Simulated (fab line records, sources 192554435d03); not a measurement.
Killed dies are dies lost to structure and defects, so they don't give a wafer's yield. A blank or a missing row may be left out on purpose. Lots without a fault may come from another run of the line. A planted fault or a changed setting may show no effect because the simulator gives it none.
A struck lot beside a sound one | flow n5_finfet | 38 steps out of a route of 1938
Sound: wafers L941.1, L941.2, L941.4. Struck: wafers L943.2, L943.3, L943.6. The cause comes at the end.
At each step with rows: each side's tool, then ch and its chambers, then its first start. Under that, the readings that differ: sound wafers | struck wafers | difference of the means | sigmas: that difference in standard deviations of wafers without a fault.
alike: readings whose means differ by less than 2 such deviations, and words and numbers that are the same on both sides. not compared: withheld readings, readings that some wafer has no value for, bounds like >300 that may hide the same value, and numbers for which the record gives no deviation and whose values overlap.
The two part at a step that has a row with sigmas, a row that says differs or no value, or rows on one side only. Numbers that don't overlap but have no deviation are shown without sigmas and don't part them. A reading that every wafer of one side lacks parts them only if that side has two wafers or more.

first, 9 steps without rows for these wafers: N5_BEOL_M11_PEB_26 (peb time 60 s); N5_BEOL_M11_DEVELOP_27 (develop time 30 s); N5_BEOL_M11_DESCUM_33 (chemistry O2, time 7.9 s); N5_BEOL_M11_ETCH_65 (etches SiARC in CF4, target depth 39 nm, time 65 s); N5_BEOL_M11_ETCH_66 (etches SOC in N2/H2, target depth 120 nm, overetch 24 nm, time 180 s); N5_BEOL_M11_STRIP_69 (strips in N2/H2); N5_BEOL_M11_VIA_ETCH_34 (etches SiCOH lowk in C4F6/O2, target depth 184.5 nm, time 69.2 s); N5_BEOL_M11_STRIP_73 (strips in C4F6/O2); N5_BEOL_M11_STRIP_36 (strips in N2/H2).
N5_BEOL_M11_TRENCH_ETCH_37: etches SiCOH lowk in C4F6/O2, target depth 148.83 nm, time 48 s.
  sound on rie_diel-03 ch 0,2, day 13 22:19; struck on rie_diel-06 ch 0,3, day 14 17:50
  reading                              | sound             | struck            | difference | sigmas
  oes_f_703_au (a.u.)                  | 0.84 0.78 0.79    | 1.06 0.93 0.93    | +0.17      | +2
  oes_o_777_au (a.u.)                  | 0.83 0.81 0.81    | 1.02 0.92 0.93    | +0.14      | +2
  rf_fwd_power_W (W)                   | 340.2 341.6 341.3 | 424.7 423.0 424.6 | +83.1      | +64
  rf_vpp_V (V)                         | 683 658 659       | 593 604 605       | -66        | -7
  model.etch.depth_nm (nm)             | 149.2 150.7 150.7 | 158.9 154.4 156.3 | +6.3       |
  model.BEOL_M11.feature_depth_nm (nm) | 149.2 150.6 150.8 | 159 154.4 156.2   | +6         |
  alike: O2_flow_sccm, bias_w, drypump_motor_current_A, oes_product_au, showerhead_plenum_p_Torr, throttle_valve_pct
  not compared: rf_hours_counter_h
then, 2 steps without rows for these wafers: N5_BEOL_M11_ETCH_41 (etches SiCN in CH3F/O2, target depth 42.6 nm, time 86 s); N5_BEOL_M11_STRIP_77 (strips in N2/H2, time 10 s).
N5_BEOL_M11_OCD_MEAS_38:
  sound on ocd-02, day 13 22:31; struck on ocd-02, day 14 18:02
  reading              | sound       | struck      | difference | sigmas
  trench_depth_nm (nm) | 149 150 151 | 159 154 156 | +6         | +2
then, 13 steps without rows for these wafers: N5_BEOL_M11_HM_STRIP_39 (strips TiN in peroxide tin strip, target depth 25 nm, time 158 s); N5_BEOL_M11_SRD_40 (time 30 s); N5_BEOL_M11_PRECLEAN_42 (cleans in residue remover, time 60 s); N5_BEOL_M11_SRD_43 (time 30 s); N5_BEOL_M11_CURE_72 (cures SiCOH lowk, time 120 s); N5_BEOL_M11_DEGAS_44 (time 60 s); N5_BEOL_M11_PRE_CLEAN_45 (time 30 s); N5_BEOL_M11_ALD_74 (deposits TaN, target thk 2 nm, pulse time 2 s, purge time 3 s); N5_BEOL_M11_SURFACE_TREAT_76; N5_BEOL_M11_CVD_75 (deposits Co from CCTBA/H2, target thk 2 nm, time 138.9 s); N5_BEOL_M11_SPUTTER_48 (material Cu, target thk 12 nm, time 2 s); N5_BEOL_M11_ECD_50 (material Cu, target thk 318 nm); N5_BEOL_M11_ANNEAL_51 (time 90 s).
N5_BEOL_M11_CMP_52: polishes, stops on SiCOH lowk, t overpolish 7 s, target thk 140 nm.
  sound on cmp-02 ch 0,1,2, day 14 05:10; struck on cmp-04 ch 0,2, day 14 20:17
  reading                                 | sound           | struck          | difference | sigmas
  model.Cu_of_BEOL_M11_ECD_50.thk_nm (nm) | 140.6 142.8 143 | 150 144.4 148.4 | +5         |
  alike: barrier_field_endpoint_s, clearing_platen_down_force_psi, edge_zone_pressure_frac, motor_current_A, overpolish_run_s, time_to_endpoint_s
N5_BEOL_M11_THK_MEAS_53: measures by xrf.
  sound on film_metro-02, day 14 05:28; struck on film_metro-02, day 14 20:33
  alike: M11_THK
then, 2 steps without rows for these wafers: N5_BEOL_M11_PRE_CLEAN_55 (time 15 s); N5_BEOL_M11_DEP_56 (deposits SiCN from 3MS/NH3, target thk 30 nm, time 10.5 s).
N5_BEOL_M11_RS_MEAS_57: measures by four-point-probe.
  sound on film_metro-02, day 14 05:36; struck on film_metro-02, day 14 20:40
  alike: M11_RS
then, 5 steps without rows for these wafers: N5_BEOL_M12_ILD_DEP_00 (deposits SiOC from DEMS/O2, target thk 658.92 nm, time 130.7 s); N5_BEOL_M12_COAT_58 (time 60 s, resist thk 89 nm); N5_BEOL_M12_COAT_04 (resist thk 400 nm); N5_BEOL_M12_EBR_06; N5_BEOL_M12_SOFTBAKE_05 (time 60 s).
N5_BEOL_M15_RC_MEAS_101:
  sound on prober-02 ch 0, day 15 21:47; struck on prober-01 ch 0, day 16 10:56
  reading           | sound                      | struck                    | difference | sigmas
  COMB_M10 (S/m)    | 1.25e-11 1.11e-11 1.07e-11 | 1.7e-11 1.87e-11 2.07e-11 | +7.4e-12   | +3
  SERP_M13 (ohm/um) | 0.306 0.300 0.307          | 0.320 0.306 0.324         | +0.012     | +2
  alike: etest_temp_c, COMB_M11, COMB_M12, COMB_M13, COMB_M14, COMB_M15, COMB_M5, COMB_M6, COMB_M7, COMB_M8, COMB_M9, SERP_M10, SERP_M11, SERP_M12, SERP_M14, SERP_M14_max_site, SERP_M5, SERP_M6, SERP_M7, SERP_M8, SERP_M9
N5_PASSIVATION_PROBE_49:
  sound on prober-02, day 16 11:22; struck on prober-01, day 17 05:39
  alike: defect_limited_yield, killed_at_M0_to_M3, killed_at_M4_up, killed_at_contacts, killed_at_front_end, killed_at_other, killed_dies, killed_open, killed_short, sort_bin_5_function, sort_bin_6_memory, sort_bin_8_speed, sort_n_pass, sort_yield_pct

WHERE THEY PART
First at N5_BEOL_M11_TRENCH_ETCH_37; last, within this record, at N5_BEOL_M15_RC_MEAS_101. Later steps at which nothing parts them and some readings are alike: N5_PASSIVATION_PROBE_49.

WHY: what the simulator had put in
Process parameter drift: rie_diel-06, from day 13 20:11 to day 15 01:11, at N5_BEOL_M11_TRENCH_ETCH_37. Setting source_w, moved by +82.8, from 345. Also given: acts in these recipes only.
